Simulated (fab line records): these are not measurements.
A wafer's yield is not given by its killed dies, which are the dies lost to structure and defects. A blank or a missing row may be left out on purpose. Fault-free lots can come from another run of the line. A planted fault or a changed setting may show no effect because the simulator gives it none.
fab line records	flow n5_finfet
[record] lots = 9	wafers = 27	last_day = 17
route steps=1938 shown BEOL_M2@854 BEOL_M4@1111 PASSIVATION@1936
lots that met no fault: from a run of the same line without faults
start_h: the number of hours between the record's first day and the start of the first shown wafer of the lot	wait_h: time in hours since the lot's previous step	" unchanged from the row above	L1.1+2: a row that stands for several wafers	- either no value or no given start	* or withheld: withheld	< > ~ a bound
route shown NAME@n: names a module that has steps shown in the file, with the first one's number in the route	usual: mean/standard deviation of fault-free wafers	same: alike in all rows	chamber/n: place in a boat	sites: each site's reading	_std_site: their standard deviation	_edge_site: outer sites' mean less inner sites'	radius_mm: for every site, how far away it sits from the centre of the wafer	mask NAME#n: copy n	behind: the last tool/chamber to shape the wafer	hold: why the lot was held/for how many hours/how that ended	device: names the non-switching transistor (n, p or np)	end of line: tests run on the same wafers once the route is complete	a step given without rows: its recipe and nothing more	killed: at the first sort, the dies lost to defects and structure; wafer yield is something else	map: shows each die of a wafer: x if killed, . if not, _ if none is there
set.NAME: the setting the step ran with; set.NAME@STEP: the setting that earlier step ran with	model.NAME: the simulator's own value behind a step, which no gauge read
route steps across a sampled set of lots; one table per step, one row per wafer
services: when a tool's chamber went out of use (start_h, in hours from the record's first day, below 0 if earlier), for how many hours, and the reason
[[steps]]
[step N5_BEOL_M2_CD_MEAS_11]
[recipe] target_cd_nm = 16.79	landing_energy_ev = 500	detector = se_inlens	polarity = opening
[usual] cd_nm = 16.76/0.24
lot.wafer	tool	chamber	start_h	wait_h	cd_nm
L354.1	cd_sem-02	0	145.58	-	17.07
L354.2	"	0	"	"	16.91
L354.3	"	0	"	"	16.60
L357.2	cd_sem-03	0	154.77	-	16.71
L357.3	"	0	"	"	17.30
L357.6	"	0	"	"	16.41
L361.1	cd_sem-02	0	180.27	-	16.79
L361.2	"	0	"	"	16.94
L361.6	"	0	"	"	16.69
L362.2	cd_sem-02	0	185.39	-	17.13
L362.4	"	0	"	"	16.76
L362.6	"	0	"	"	16.68
L366.1	cd_sem-01	0	212.39	-	16.84
L366.5	"	0	"	"	16.66
L366.6	"	0	"	"	17.20
L368.1	cd_sem-02	0	217.72	-	17.00
L368.3	"	0	"	"	17.10
L368.4	"	0	"	"	17.14
L371.2	cd_sem-02	0	239.51	-	16.44
L371.4	"	0	"	"	16.46
L371.6	"	0	"	"	16.64
L376.1	cd_sem-03	0	275.29	-	16.70
L376.2	"	0	"	"	16.61
L376.3	"	0	"	"	16.55
L375.1	cd_sem-01	0	276.18	-	16.71
L375.4	"	0	"	"	16.94
L375.6	"	0	"	"	16.71
[step N5_BEOL_M2_EXPOSE_25]
[recipe] mask_id = V1	na = 0.33	source_shape = quasar	sigma_inner = 0.2	sigma_outer = 0.8	polarization = unpolarized	defocus_nm = 5	dose_mj = 63
lot.wafer	tool	chamber	start_h	wait_h	mask
L354.1+2+3	euv_scanner-01	0	146.32	-	V1#0
L357.2+3+6	euv_scanner-01	0	155.53	-	V1#0
L361.1+2+6	euv_scanner-02	0	181.19	-	V1#0
L362.2+4+6	euv_scanner-02	0	186.22	-	V1#0
L366.1+5+6	euv_scanner-02	0	213.65	-	V1#0
L368.1+3+4	euv_scanner-02	0	218.71	-	V1#0
L371.2+4+6	euv_scanner-01	0	240.25	-	V1#0
L376.1+2+3	euv_scanner-01	0	276.21	-	V1#0
L375.1+4+6	euv_scanner-01	0	278.24	-	V1#0
[step N5_BEOL_M2_CD_MEAS_28]
[recipe] target_cd_nm = 26.2	landing_energy_ev = 500	detector = se_inlens	target_cd_y_nm = 24.1	polarity = opening
[usual] cd_nm = 26.14/0.24
lot.wafer	tool	chamber	start_h	wait_h	cd_nm
L354.1	cd_sem-02	0	146.47	-	26.44
L354.2	"	0	"	"	26.14
L354.3	"	0	"	"	26.40
L357.2	cd_sem-03	0	155.67	-	26.51
L357.3	"	0	"	"	26.20
L357.6	"	0	"	"	26.18
L361.1	cd_sem-03	0	181.34	-	26.60
L361.2	"	0	"	"	26.55
L361.6	"	0	"	"	26.21
L362.2	cd_sem-01	0	186.36	-	26.00
L362.4	"	0	"	"	26.11
L362.6	"	0	"	"	25.80
L366.1	cd_sem-02	0	213.80	-	23.55
L366.5	"	0	"	"	26.31
L366.6	"	0	"	"	23.42
L368.1	cd_sem-02	0	218.86	-	22.52
L368.3	"	0	"	"	22.83
L368.4	"	0	"	"	26.26
L371.2	cd_sem-03	0	240.38	-	26.15
L371.4	"	0	"	"	25.90
L371.6	"	0	"	"	26.53
L376.1	cd_sem-01	0	276.36	-	26.12
L376.2	"	0	"	"	26.48
L376.3	"	0	"	"	25.89
L375.1	cd_sem-01	0	278.38	-	26.38
L375.4	"	0	"	"	25.99
L375.6	"	0	"	"	25.94
[step N5_BEOL_M2_ALD_98]
[recipe] material = SiO2	target_thk_a = 25	temp_c = 100	ald_precursor_family = BDEAS	ald_co_reactant = O2-plasma	pulse_time_s = 1	co_reactant_pulse_time_s = 1	purge_time_s = 2	co_reactant_purge_time_s = 2	ald_cycles = 17	pressure_torr = 2
[usual] heater_power_w = 79/9.1	precursor_pulse_height_rel = 0.999/0.021
lot.wafer	tool	chamber	start_h	wait_h	heater_power_w	precursor_pulse_height_rel
L354.1	ald_sin-01	2	146.88	0.1	66	1.011
L354.2	"	0	"	"	75	0.990
L354.3	"	1	"	"	84	0.994
L357.2	ald_sin-04	0	156.77	0.9	78	0.985
L357.3	"	1	"	"	82	1.000
L357.6	"	1	"	"	81	0.997
L361.1	ald_sin-01	3	182.68	1.1	99	1.016
L361.2	"	1	"	"	87	0.987
L361.6	"	2	"	"	65	0.995
L362.2	ald_sin-01	1	187.10	0.2	84	0.979
L362.4	"	3	"	"	96	1.001
L362.6	"	3	"	"	99	0.993
L366.1	ald_sin-04	2	215.18	1.2	78	0.967
L366.5	"	1	"	"	80	1.008
L366.6	"	2	"	"	78	1.007
L368.1	ald_sin-02	1	219.12	0.1	89	1.005
L368.3	"	2	"	"	80	1.022
L368.4	"	0	"	"	66	1.030
L371.2	ald_sin-01	0	240.64	0.1	77	1.010
L371.4	"	2	"	"	68	1.038
L371.6	"	2	"	"	67	0.989
L376.1	ald_sin-01	2	276.66	0.1	67	1.046
L376.2	"	1	"	"	84	1.002
L376.3	"	3	"	"	98	0.957
L375.1	ald_sin-02	1	278.81	0.2	91	1.018
L375.4	"	3	"	"	68	0.977
L375.6	"	0	"	"	67	0.992
[step N5_BEOL_M2_ETCHBACK_99]
[recipe] chemistry = CHF3	target = SiO2	target_depth_a = 50	time_s = 10.4	source_w = 215	bias_w = 47	Ar_flow_sccm = 200	CHF3_flow_sccm = 12	ion_energy_ev = 100	pressure_mtorr = 30
[usual] CHF3_flow_sccm = 12.00/0.037	drypump_motor_current_A = 5.9/0.47	oes_product_au = 0.77/0.098	rf_fwd_power_W = 212.1/0.87	rf_vpp_V = 239/4.1	showerhead_plenum_p_Torr = 2.15/0.063	throttle_valve_pct = 17.04/0.27
lot.wafer	tool	chamber	start_h	wait_h	CHF3_flow_sccm	drypump_motor_current_A	oes_product_au	rf_fwd_power_W	rf_hours_counter_h	rf_vpp_V	showerhead_plenum_p_Torr	throttle_valve_pct
L354.1	rie_diel-03	3	148.44	1.5	11.96	5.5	0.91	211.7	28	243	2.12	17.06
L354.2	"	1	"	"	12.01	6.6	0.88	211.2	46	238	2.11	16.74
L354.3	"	2	"	"	12.00	6.0	0.72	213.1	209	243	2.23	17.59
L357.2	rie_diel-04	1	156.94	0.1	11.97	6.1	0.70	213.3	220	241	2.21	16.89
L357.3	"	3	"	"	12.00	6.0	0.81	211.6	109	247	2.09	16.84
L357.6	"	3	"	"	12.03	6.1	0.80	211.5	-	246	2.09	16.83
L361.1	rie_diel-03	0	187.90	5.2	11.96	5.3	0.71	212.7	193	240	2.14	17.15
L361.2	"	1	"	"	11.98	6.6	0.86	212.1	63	237	2.10	16.77
L361.6	"	3	"	"	12.07	5.5	0.89	212.0	-	241	2.12	17.10
L362.2	rie_diel-03	3	190.61	3.5	11.98	5.5	0.90	212.3	46	244	2.12	17.10
L362.4	"	2	"	"	11.95	6.0	0.71	211.1	228	241	2.22	17.63
L362.6	"	3	"	"	11.97	5.5	0.89	212.3	-	244	2.12	17.10
L366.1	rie_diel-03	3	217.17	1.9	11.97	5.5	0.88	212.9	56	244	2.12	17.11
L366.5	"	3	"	"	11.97	5.5	0.88	213.5	-	242	2.12	17.11
L366.6	"	2	"	"	12.01	5.9	0.70	212.2	-	243	2.22	17.63
L368.1	rie_diel-05	1	220.31	1.2	11.99	5.0	0.70	211.9	207	234	2.13	16.92
L368.3	"	0	"	"	12.02	5.8	0.67	213.3	252	233	2.02	16.99
L368.4	"	1	"	"	11.99	5.0	0.69	211.8	-	234	2.13	16.91
L371.2	rie_diel-05	2	246.30	5.6	12.01	5.9	0.97	211.8	9	241	2.28	16.81
L371.4	"	1	"	"	11.98	5.0	0.69	212.8	-	235	2.13	16.95
L371.6	"	3	"	"	11.96	6.1	0.68	212.6	-	232	2.20	16.97
L376.1	rie_diel-04	3	277.89	1.2	11.94	6.0	0.76	211.5	155	247	2.07	16.92
L376.2	"	1	"	"	12.03	6.0	0.96	212.6	5	239	2.20	16.52
L376.3	"	0	"	"	12.05	6.6	0.68	212.1	241	244	2.21	16.93
L375.1	rie_diel-03	1	282.65	3.8	12.08	6.6	0.83	211.0	94	237	2.09	16.83
L375.4	"	2	"	"	12.04	6.0	0.98	213.1	4	242	2.21	17.26
L375.6	"	0	"	"	12.07	5.4	0.69	212.4	-	238	2.13	17.22
[step N5_BEOL_M4_RC_MEAS_101]
[usual] DIBL_N = 36.6/1.7	DIBL_P = 36.7/2	IOFF_N = 0.16/0.033	IOFF_P = 0.22/0.04	ION_N = 673/12	ION_P = 463/7.9	SS_N = 71.7/0.58	SS_P = 73.3/0.64	VT_N = 249/3.3	VT_P = -249/3.1
lot.wafer	tool	chamber	start_h	wait_h	DIBL_N[mV/V]	DIBL_P[mV/V]	IOFF_N[nA/um]	IOFF_P[nA/um]	ION_N[uA/um]	ION_P[uA/um]	SS_N[mV/dec]	SS_P[mV/dec]	VT_N[mV]	VT_P[mV]
L354.1	prober-02	0	171.04	0.0	39.0	40.0	0.23	0.25	693	466	72.3	74.5	244	-248
L354.2	"	0	"	"	37.3	39.0	0.19	0.22	677	451	72.1	74.1	246	-251
L354.3	"	0	"	"	38.0	39.8	0.19	0.24	676	458	71.5	74.3	248	-249
L357.2	prober-01	0	189.17	0.2	34.2	32.2	0.10	0.16	654	450	70.8	72.2	257	-253
L357.3	"	0	"	"	38.3	36.5	0.18	0.22	671	461	71.7	73.6	250	-249
L357.6	"	0	"	"	37.9	36.1	0.16	0.21	673	459	72.9	73.3	251	-251
L361.1	prober-02	0	212.06	0.0	37.1	36.4	0.16	0.18	672	451	71.4	73.4	251	-255
L361.2	"	0	"	"	38.8	38.9	0.21	0.21	690	458	71.8	74.2	243	-251
L361.6	"	0	"	"	38.6	37.4	0.19	0.19	672	454	72.3	73.7	247	-252
L362.2	prober-01	0	213.94	0.2	35.5	37.7	0.17	0.23	672	464	71.2	73.7	247	-251
L362.4	"	0	"	"	36.9	39.4	0.21	0.26	680	467	71.8	74.4	240	-249
L362.6	"	0	"	"	35.2	37.0	0.16	0.21	663	460	72.0	73.6	249	-250
L366.5	prober-02	0	242.65	0.6	35.9	35.2	0.13	0.20	666	456	71.5	72.8	252	-249
L368.4	prober-02	0	248.33	0.5	37.7	35.6	0.17	0.21	662	452	72.7	73.9	248	-250
L371.2	prober-02	0	282.33	0.2	34.3	35.1	0.12	0.18	663	460	70.5	72.7	253	-251
L371.4	"	0	"	"	34.9	35.1	0.13	0.18	658	455	70.7	72.0	251	-254
L371.6	"	0	"	"	35.1	35.3	0.13	0.19	661	461	71.6	73.0	254	-252
L376.1	prober-01	0	308.11	0.0	35.2	34.2	0.14	0.21	664	461	71.9	72.5	250	-246
L376.2	"	0	"	"	35.2	34.8	0.14	0.22	677	471	72.0	72.5	251	-248
L376.3	"	0	"	"	35.2	34.8	0.14	0.22	667	464	71.6	72.4	250	-246
L375.1	prober-02	0	313.96	0.0	36.0	37.2	0.16	0.20	664	458	71.9	73.5	247	-250
L375.4	"	0	"	"	36.1	37.1	0.16	0.21	664	455	71.8	73.3	251	-250
L375.6	"	0	"	"	35.2	37.1	0.15	0.21	675	465	71.7	73.1	250	-249
[step N5_PASSIVATION_PROBE_49]
[usual] defect_limited_yield = 91.1/1.4	killed_at_M0_to_M3 = 34/11	killed_at_M4_up = 14/5.7	killed_at_contacts = 14/6.9	killed_at_front_end = 40/11	killed_at_other = 4/3.1	killed_dies = 105/17	killed_on_rim = 14/4.1	killed_open = 70/13	killed_short = 34/7.6	sort_bin_5_function = 5.3/0.95	sort_bin_6_memory = 3.3/0.64	sort_n_pass = 1075/17	sort_yield_pct = 91.1/1.4
[same] gross_dies = 1180	killed_at_back_side = 0	sort_bin_4_leakage[%] = 0	sort_bin_8_speed[%] = 0
lot.wafer	tool	chamber	start_h	wait_h	defect_limited_yield[%]	killed_at_M0_to_M3	killed_at_M4_up	killed_at_contacts	killed_at_front_end	killed_at_other	killed_dies	killed_on_rim	killed_open	killed_short	sort_bin_5_function[%]	sort_bin_6_memory[%]	sort_n_pass	sort_yield_pct[%]
L366.1	prober-01	-	348.40	0.2	0	1129	11	9	31	0	1180	152	55	26	4.4	2.3	0	0
L366.5	prober-01	-	348.60	0.4	90.3	52	5	18	37	2	114	13	73	41	5.8	3.6	1066	90.3
L366.6	prober-01	-	348.65	0.5	0	1128	22	11	19	0	1180	152	56	21	4.3	2.0	0	0
L368.1	prober-01	-	358.83	0.0	0	1105	21	13	41	0	1180	152	77	35	5.4	3.6	0	0
L368.3	prober-01	-	358.93	0.1	0	1138	8	5	26	3	1180	152	43	30	3.6	2.4	0	0
L368.4	prober-01	-	358.98	0.2	93.7	23	16	6	28	1	74	11	47	27	3.8	2.4	1106	93.7
// killed by level:class
L366.1 BEOL_M2:area_expose=1099 STI_FIN_REVEAL:geometric_particle:open=12 BEOL_M3:geometric_particle:open=9 BEOL_M0_SAQP:geometric_particle:short=7 MOL_CONTACT_COAG:geometric_particle:open=6 BEOL_M0_SAQP:geometric_particle:open=4 BEOL_M0:geometric_particle:open=4 BEOL_M4:geometric_particle:open=4
L366.5 BEOL_M1:geometric_particle:open=16 BEOL_M0_SAQP:geometric_particle:short=14 MOL_CONTACT_COAG:geometric_particle:open=13 STI_FIN_REVEAL:geometric_particle:open=11 BEOL_M0_SAQP:geometric_particle:open=11 FIN_SAQP:geometric_particle:short=7 FIN_SAQP:geometric_particle:open=5 MOL_CONTACT_COAG:geometric_particle:short=5
L366.6 BEOL_M2:area_expose=1103 BEOL_M0_SAQP:geometric_particle:open=8 STI_FIN_REVEAL:geometric_particle:open=6 MOL_CONTACT_COAG:geometric_particle:open=6 BEOL_M5:geometric_particle:open=6 MOL_CONTACT_COAG:geometric_particle:short=5 BEOL_M0_SAQP:geometric_particle:short=5 BEOL_M4:geometric_particle:open=5
L368.1 BEOL_M2:area_expose=1067 BEOL_M0_SAQP:geometric_particle:open=12 BEOL_M4:geometric_particle:open=11 MOL_CONTACT_COAG:geometric_particle:open=11 FIN_SAQP:geometric_particle:short=10 BEOL_M0_SAQP:geometric_particle:short=9 FIN_SAQP:geometric_particle:open=8 STI_FIN_REVEAL:geometric_particle:open=6
L368.3 BEOL_M2:area_expose=1107 BEOL_M1:geometric_particle:open=9 FIN_SAQP:geometric_particle:short=6 BEOL_M0_SAQP:geometric_particle:short=6 BEOL_M2:geometric_particle:open=5 STI_FIN_REVEAL:geometric_particle:open=3 ILD0:geometric_particle:short=3 MOL_CONTACT_COAG:geometric_particle:open=3
L368.4 BEOL_M4:geometric_particle:open=10 STI_FIN_REVEAL:geometric_particle:open=8 BEOL_M0_SAQP:geometric_particle:short=7 FIN_SAQP:geometric_particle:open=6 MOL_CONTACT_COAG:geometric_particle:open=6 BEOL_M0_SAQP:geometric_particle:open=6 BEOL_M2:geometric_particle:open=6 GATE_CUT:geometric_particle:short=4
[[services]]
tool	chamber	start_h	hours	kind
rie_diel-04	0	137.60	42.6	repair
ald_sin-04	-	147.83	1.5	repair
euv_scanner-02	-	150.67	5.8	pm
euv_scanner-02	-	162.70	8.0	pm
euv_scanner-01	-	169.72	1.0	pm
euv_scanner-02	-	170.70	1.0	pm
euv_scanner-02	-	171.71	4.6	pm
rie_diel-05	-	172.74	15.6	pm
ald_sin-02	-	176.75	14.0	pm
euv_scanner-01	-	210.59	8.0	pm
euv_scanner-02	-	212.95	0.6	repair
euv_scanner-01	-	218.59	1.0	pm
ald_sin-04	-	218.74	0.8	pm
rie_diel-04	-	223.43	2.3	repair
ald_sin-02	1	224.96	5.9	repair
ald_sin-04	0	225.34	7.4	repair
euv_scanner-02	-	229.53	1.0	pm
rie_diel-03	1	242.80	8.4	repair
ald_sin-02	1	249.29	7.5	repair
rie_diel-04	3	254.77	12.9	repair
euv_scanner-01	-	255.63	12.0	pm
euv_scanner-01	-	267.63	5.8	pm
ald_sin-04	-	268.25	14.0	pm
euv_scanner-01	-	277.00	1.2	repair
[[key]]
[first_sign] step = N5_BEOL_M2_CD_MEAS_28	reading = cd_nm	direction = down	sigmas = 13	usual = 26.14	struck = 23.08
[effect] step = N5_PASSIVATION_PROBE_49	reading = killed_at_M0_to_M3	direction = up	sigmas = 99+	usual = 34	struck = 1125
[more_kills_born_at] N5_BEOL_M2_EXPOSE_25@euv_scanner-02 = 4376
met_at N5_BEOL_M2_EXPOSE_25
struck_lots L366,L368
struck_wafers L366.1,L366.6,L368.1,L368.3
later_rows_left_out L366.1,L366.6,L368.1,L368.3
not_acting_at N5_BEOL_M2_CD_MEAS_11,N5_BEOL_M2_ALD_98,N5_BEOL_M2_ETCHBACK_99
onset_between 186.22 213.65
[fault] kind = process_parameter_drift	tool = euv_scanner-02	chamber = -	onset_h = 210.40	steps = N5_BEOL_M2_EXPOSE_25	channel = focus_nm	offset = 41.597	shape = step	end_h = 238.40	scope = struck_wafers_only
// later_rows_left_out: the simulator's readings of these wafers behind a module that went badly wrong aren't trusted and aren't shown, but for the sort
